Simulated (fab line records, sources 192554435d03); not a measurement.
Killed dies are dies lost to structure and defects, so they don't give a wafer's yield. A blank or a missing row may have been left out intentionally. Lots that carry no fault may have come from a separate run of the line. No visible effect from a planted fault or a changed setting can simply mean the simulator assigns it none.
Struck lot and sound lot, side by side / flow n5 finfet / 33 steps out of a route of 1938
Sound: wafers L132.1, L132.5, L132.6. Wafers struck: L123.1, L123.2, L123.4. The cause is named last.
For every step that has rows: the tool of each side, followed by ch and its chambers, followed by its first start. Under that, the readings that differ: sound wafers / struck wafers / difference of the means / sigmas: that difference in standard deviations of wafers without a fault.
alike: same words and numbers on both sides, and readings whose means sit less than 2 such deviations apart. not compared: any withheld reading, any reading some wafer has no value for, any bound like >300 that may hide the same value, and any number with overlapping values for which the record gives no deviation.
A row with sigmas, a row that says differs or no value, or rows on one side alone: a step with any of these is where the two part. Numbers that have no deviation but don't overlap get no sigmas and don't part them. A reading missing from all wafers of one side parts the sides only when that side holds two or more wafers.

first, 10 steps without rows for these wafers: N5_SD_EPI_P_PRECLEAN_51 (cleans in NF3:NH3, afs cycles 1, time 20 s, sublimation time 60 s); N5_SD_EPI_P_VAPOR_ETCH_44 (etches SiGe30 in NF3/Ar, time 3.3 s); N5_SD_EPI_P_EPI_21 (deposits SiGe:B, time 355 s); N5_SD_EPI_P_HM_STRIP_48 (strips SiNx in H3PO4, material SiNx, target depth 3 nm); N5_SD_EPI_P_SRD_49 (time 30 s); N5_SD_EPI_P_PRECLEAN_24 (cleans in O3/DIW, time 45 s); N5_SD_EPI_P_PRECLEAN_32 (cleans in dHF, time 10 s); N5_SD_EPI_P_PRECLEAN_33 (cleans in SC2, time 45 s); N5_SD_EPI_P_SRD_25 (time 30 s); N5_SD_ACTIVATION_RTA_00 (time 0 s).
N5_SD_ACTIVATION_LSA_01: time 0.0008 s.
  sound on laser anneal-01 ch 0, day 8 08:47; struck on laser anneal-02 ch 0, day 6 07:09
reading=wafer_temp_C_max; sound=1088.1 1084.8 1088.2; struck=1098.3 1096.5 1099.0; difference=+10.9; sigmas=+7
N5_SD_ACTIVATION_RS_MEAS_03: measures by four-point-probe.
  struck on film metro-01, day 6 07:21; sound on film metro-01, day 8 08:59
reading=RS_SD_N (ohm/sq); sound=22.25 22.16 22.01; struck=20.48 20.41 20.78; difference=-1.58; sigmas=-6
  alike: RS_SD_P
then, 19 steps without rows for these wafers: N5_ILD0_LINER_00 (material SiNx, target thk 4 nm, pulse time 1 s, purge time 2 s); N5_ILD0_FCVD_FILL_01 (material SiO2 flowable, target thk 200 nm, time 328.3 s); N5_ILD0_CURE_02 (time 1800 s); N5_ILD0_CMP_03 (polishes, stops on SiNx, t overpolish 1.9 s, target thk 197.38 nm); N5_ILD0_CMP_07 (polishes SiO2 flowable, stops on poly-Si, t overpolish 1.18 s, target thk 138.88 nm); N5_ILD0_PRECLEAN_10 (cleans in NF3:NH3, afs cycles 5, time 20 s, sublimation time 60 s); N5_ILD0_ALD_15 (deposits SiNx, target thk 24 nm, pulse time 1 s, ald cycles 480); N5_ILD0_CMP_12 (polishes SiNx, stops on poly-Si, t overpolish 6 s, target thk 17.67 nm); N5_SDB_HM_DEP_00 (deposits SiNx from SiH4/NH3/N2, target thk 40 nm, time 35.3 s); N5_SDB_COAT_03 (time 60 s, resist thk 100 nm); N5_SDB_COAT_04 (time 60 s, resist thk 18 nm); N5_SDB_COAT_05 (resist thk 90 nm); N5_SDB_EBR_07; N5_SDB_SOFTBAKE_06 (time 60 s); N5_SDB_EXPOSE_08 (exposes mask SDB); N5_SDB_PEB_09 (peb time 60 s); N5_SDB_DEVELOP_10 (develop time 30 s); N5_SDB_DESCUM_16 (chemistry O2, time 7.9 s); N5_SDB_ETCH_17 (etches SiARC in CF4, target depth 23.4 nm, time 39 s).
-- the record jumps here: 5 days lie between the struck wafers' starts before and after (it left off in module SDB and takes up again in module BEOL_M4, whose first step shown is number 1111 of the route) --
N5_BEOL_M4_RC_MEAS_101:
  sound on prober-02 ch 0, day 13 16:31; struck on prober-01 ch 0, day 11 02:17
reading=RC_DENSE_N (ohm.um); sound=19.4 19.1 19.4; struck=17.7 17.5 18.0; difference=-1.6; sigmas=-4
reading=RC_N (ohm.um); sound=15.7 15.7 15.7; struck=14.3 14.3 14.6; difference=-1.3; sigmas=-4
reading=RS_SD_N (ohm/sq); sound=28.7 29.0 28.5; struck=27.0 27.1 27.3; difference=-1.6; sigmas=-4
  alike: DIBL_N, DIBL_P, IOFF_N, IOFF_P, ION_N, ION_P, SS_N, SS_P, VT_N, VT_P
-- record jumps: 5 days separate the struck wafers' starts on either side; left off in module BEOL_M4, taken up again in module PASSIVATION, whose first shown step is the route's number 1936 --
N5_PASSIVATION_PROBE_49:
  only the struck wafers here have rows in the record (prober-01, day 16 00:28); the sound ones have none

== WHERE THEY PART ==
Last at N5_PASSIVATION_PROBE_49 as far as this record goes, first at N5_SD_ACTIVATION_LSA_01.

WHY: whatever the simulator had introduced
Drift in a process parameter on laser anneal-02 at N5_SD_ACTIVATION_LSA_01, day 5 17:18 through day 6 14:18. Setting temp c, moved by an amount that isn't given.
